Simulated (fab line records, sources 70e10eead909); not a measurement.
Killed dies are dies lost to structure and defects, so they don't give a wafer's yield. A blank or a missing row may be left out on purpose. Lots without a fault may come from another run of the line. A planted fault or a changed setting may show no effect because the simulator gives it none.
Which tool did it? | flow nand_harc | 12 lots, 36 wafers sampled, at 5 steps of a route of 1302

WHAT THE GAUGES READ, wafer by wafer
NHARC_END_SORT_01. Usual: killed_at_array 55, standard deviation 17; killed_at_other 0.9, standard deviation 1.2; killed_at_periphery 3.7, standard deviation 2.5; killed_dies 59, standard deviation 18; killed_open 3.4, standard deviation 1.9; killed_short 2.6, standard deviation 1.6.
lot  | measured     | on        | killed_at_array | killed_at_other | killed_at_periphery | killed_dies | killed_open | killed_short | flag
L732 | day 32 01:34 | prober-02 | 197 72 82       | 1 0 0           | 5 1 5               | 203 73 87   | 5 0 5       | 8 4 6        | OFF

WHICH TOOL RAN EACH LOT (tool, then ch and the chambers of the sampled wafers, then the start)
lot  | NHARC_A_WL_FILL_CMP_12        | NHARC_A_CONTACT_DEP_28        | NHARC_A_CONTACT_ETCH_48            | NHARC_A_CONTACT_ETCH_111
L713 | cmp-02 ch 0,2, day 20 16:25   | acl_dep-02 ch 0, day 20 17:32 | rie_diel-01 ch 1,3, day 20 22:56   | har_cap_etch-01 ch 0,1, day 21 00:44
L714 | cmp-01 ch 0,1, day 21 10:02   | acl_dep-01 ch 0, day 21 16:46 | rie_diel-06 ch 1,3, day 21 22:12   | har_cap_etch-02 ch 0,1, day 22 01:17
L718 | cmp-02 ch 1,2,3, day 22 15:38 | acl_dep-03 ch 0, day 22 18:52 | rie_diel-01 ch 0,2,3, day 22 22:41 | har_cap_etch-03 ch 0,1, day 23 03:20
L717 | cmp-01 ch 0,3, day 23 00:33   | acl_dep-03 ch 0, day 23 03:47 | rie_diel-06 ch 2,3, day 23 06:54   | har_cap_etch-02 ch 0,1, day 23 08:52
L721 | cmp-03 ch 0,2, day 23 22:35   | acl_dep-02 ch 0, day 24 02:18 | rie_diel-06 ch 0,2,3, day 24 07:02 | har_cap_etch-01 ch 0,1, day 24 08:49
L722 | cmp-02 ch 1,2,3, day 25 03:39 | acl_dep-01 ch 0, day 25 05:27 | rie_diel-13 ch 0,2,3, day 25 09:53 | har_cap_etch-01 ch 1, day 25 11:58
L724 | cmp-03 ch 0,2,3, day 25 07:55 | acl_dep-03 ch 0, day 25 09:20 | rie_diel-06 ch 0,3, day 25 14:25   | har_cap_etch-02 ch 0,1, day 25 16:58
L725 | cmp-03 ch 1,3, day 26 00:12   | acl_dep-01 ch 0, day 26 02:04 | rie_diel-13 ch 2,3, day 26 06:38   | har_cap_etch-01 ch 0,1, day 26 08:23
L727 | cmp-01 ch 0,3, day 27 06:49   | acl_dep-02 ch 0, day 27 09:21 | rie_diel-01 ch 1,2,3, day 27 13:06 | har_cap_etch-02 ch 0,1, day 27 14:54
L731 | cmp-02 ch 0,2,3, day 28 07:08 | acl_dep-02 ch 0, day 28 08:26 | rie_diel-13 ch 0,1,3, day 28 13:33 | har_cap_etch-01 ch 0,1, day 28 15:19
L732 | cmp-02 ch 0,1,3, day 28 19:13 | acl_dep-02 ch 0, day 29 00:05 | rie_diel-06 ch 0,2,3, day 29 03:59 | har_cap_etch-02 ch 0,1, day 29 05:48
L736 | cmp-03 ch 0,2,3, day 31 00:22 | acl_dep-03 ch 0, day 31 01:30 | rie_diel-13 ch 1,2,3, day 31 06:35 | har_cap_etch-03 ch 0,1, day 31 08:23
- NHARC_A_WL_FILL_CMP_12: polishes, t overpolish 30 s, target thk 100 nm.
- NHARC_A_CONTACT_DEP_28: deposits aC, target thk 7000 nm.
- NHARC_A_CONTACT_ETCH_48: etches the open film in CF4, target depth 39 nm, time 65 s.
- NHARC_A_CONTACT_ETCH_111: etches the open film in C4F8/O2/Ar, time 140 s, target depth 700 nm.

WHAT THE TOOLS THEMSELVES READ (means of the sampled wafers that have a number; where no wafer has one, the mark that the record gives instead)
NHARC_A_WL_FILL_CMP_12. Usual: motor_current_A 12.2 A, standard deviation 1.2; overpolish_run_s 30.000 s, standard deviation 0.0091; slurry_filter_dp_kPa 13.48 kPa, standard deviation 0.14; time_to_endpoint_s 20 s, standard deviation 3.4.
lot  | tool   | motor_current_A (A) | overpolish_run_s (s) | slurry_filter_dp_kPa (kPa) | time_to_endpoint_s (s) | flag
L713 | cmp-02 | 12.6                | 29.995               | 13.42                      | 21                     |
L714 | cmp-01 | 13.2                | 30.006               | 13.49                      | 24                     |
L718 | cmp-02 | 11.6                | 29.992               | 13.55                      | 18                     |
L717 | cmp-01 | 12.9                | 29.999               | 13.47                      | 18                     |
L721 | cmp-03 | 12.5                | 29.996               | 13.51                      | 19                     |
L722 | cmp-02 | 11.9                | 29.992               | 13.53                      | 19                     |
L724 | cmp-03 | 11.9                | 29.997               | 13.38                      | 22                     |
L725 | cmp-03 | 11.9                | 29.995               | 13.51                      | 23                     |
L727 | cmp-01 | 12.6                | 30.000               | 13.50                      | 17                     |
L731 | cmp-02 | 12.1                | 30.002               | 13.41                      | 19                     |
L732 | cmp-02 | 11.5                | 29.993               | 13.43                      | 17                     |
L736 | cmp-03 | 12.4                | 29.992               | 13.34                      | 22                     |

NHARC_A_CONTACT_DEP_28. Usual: throttle_valve_pct 34.999 %, standard deviation 0.0094.
lot  | tool       | throttle_valve_pct (%) | flag
L713 | acl_dep-02 | 35.004                 |
L714 | acl_dep-01 | 34.995                 |
L718 | acl_dep-03 | 35.001                 |
L717 | acl_dep-03 | 34.994                 |
L721 | acl_dep-02 | 35.008                 |
L722 | acl_dep-01 | 34.997                 |
L724 | acl_dep-03 | 34.993                 |
L725 | acl_dep-01 | 34.996                 |
L727 | acl_dep-02 | 34.995                 |
L731 | acl_dep-02 | 34.997                 |
L732 | acl_dep-02 | 34.996                 |
L736 | acl_dep-03 | 34.994                 |

NHARC_A_CONTACT_ETCH_48. Usual: drypump_motor_current_A 5.8 A, standard deviation 0.57; mfc_ar_sccm 0.019 sccm, standard deviation 0.016; oes_product_au 1.002 a.u., standard deviation 0.014; rf_vpp_V 151.1 V, standard deviation 1.1; run_length_s 86.2 s, standard deviation 0.45; showerhead_plenum_p_Torr 1.75 Torr, standard deviation 0.057; throttle_valve_pct 13.286 %, standard deviation 0.0093.
lot  | tool        | drypump_motor_current_A (A) | mfc_ar_sccm (sccm) | oes_product_au (a.u.) | rf_vpp_V (V) | run_length_s (s) | showerhead_plenum_p_Torr (Torr) | throttle_valve_pct (%) | flag
L713 | rie_diel-01 | 5.3                         | 0.007              | 1.008                 | 151.8        | 86.6             | 1.74                            | 13.284                 |
L714 | rie_diel-06 | 6.4                         | 0.028              | 1.000                 | 151.9        | 85.8             | 1.82                            | 13.292                 |
L718 | rie_diel-01 | 5.7                         | 0.007              | 1.020                 | 150.8        | 86.5             | 1.73                            | 13.284                 |
L717 | rie_diel-06 | 5.9                         | 0.041              | 0.992                 | 150.6        | 86.3             | 1.71                            | 13.286                 |
L721 | rie_diel-06 | 5.7                         | 0.027              | 1.001                 | 151.5        | 86.3             | 1.74                            | 13.289                 |
L722 | rie_diel-13 | 5.8                         | 0.025              | 0.987                 | 151.3        | 85.7             | 1.74                            | 13.281                 |
L724 | rie_diel-06 | 6.0                         | 0.025              | 0.991                 | 150.4        | 86.1             | 1.78                            | 13.283                 |
L725 | rie_diel-13 | 6.1                         | 0.024              | 0.984                 | 151.4        | 85.9             | 1.72                            | 13.292                 |
L727 | rie_diel-01 | 5.2                         | 0.014              | 1.015                 | 151.3        | 86.4             | 1.73                            | 13.291                 |
L731 | rie_diel-13 | 5.8                         | 0.019              | 1.005                 | 151.0        | 85.9             | 1.73                            | 13.294                 |
L732 | rie_diel-06 | 5.7                         | 0.027              | 1.002                 | 151.4        | 80.6             | 1.74                            | 13.286                 | OFF
L736 | rie_diel-13 | 5.9                         | 0.019              | 1.017                 | 150.7        | 86.3             | 1.71                            | 13.282                 |

NHARC_A_CONTACT_ETCH_111. Usual: run_length_s 141.5 s, standard deviation 0.31.
lot  | tool            | run_length_s (s) | flag
L713 | har_cap_etch-01 | 141.3            |
L714 | har_cap_etch-02 | 141.3            |
L718 | har_cap_etch-03 | 141.9            |
L717 | har_cap_etch-02 | 141.4            |
L721 | har_cap_etch-01 | 141.1            |
L722 | har_cap_etch-01 | 141.3            |
L724 | har_cap_etch-02 | 141.1            |
L725 | har_cap_etch-01 | 141.6            |
L727 | har_cap_etch-02 | 141.3            |
L731 | har_cap_etch-01 | 141.2            |
L732 | har_cap_etch-02 | 141.2            |
L736 | har_cap_etch-03 | 141.7            |

THE ANSWER, worked out from the rows above alone
Rule: a lot is off if the mean of its wafers that have a number lies more than 3 standard deviations from the usual mean. A lot without any number at a reading at which 4 lots or more have one is off too. The other lots that the step has rows for count as sound. The gauges are gone through in route order, then the tools' own readings, and for those a lot's mean is taken as printed above. The first step at which some lot is off is used, and at that step the reading that is off furthest; a lot without a number counts as furthest.
Off: L732, at NHARC_END_SORT_01 (killed_at_array). Neither off nor sound, because the step has no rows for them: L713, L714, L718, L717, L721, L722, L724, L725, L727, L731, L736.
A tool fits if, at a process step before that reading, it ran every lot that is off, and no sound lot after the first of them. The gauges at NHARC_END_SORT_01 aren't tried: what is off there is off at NHARC_A_CONTACT_ETCH_48 too, on other tools, and a gauge's error can't cause that. Can't be told from this: 4 tools fit, cmp-02 at NHARC_A_WL_FILL_CMP_12, acl_dep-02 at NHARC_A_CONTACT_DEP_28, rie_diel-06 at NHARC_A_CONTACT_ETCH_48, har_cap_etch-02 at NHARC_A_CONTACT_ETCH_111.

WHAT THE SIMULATOR HAD PUT IN
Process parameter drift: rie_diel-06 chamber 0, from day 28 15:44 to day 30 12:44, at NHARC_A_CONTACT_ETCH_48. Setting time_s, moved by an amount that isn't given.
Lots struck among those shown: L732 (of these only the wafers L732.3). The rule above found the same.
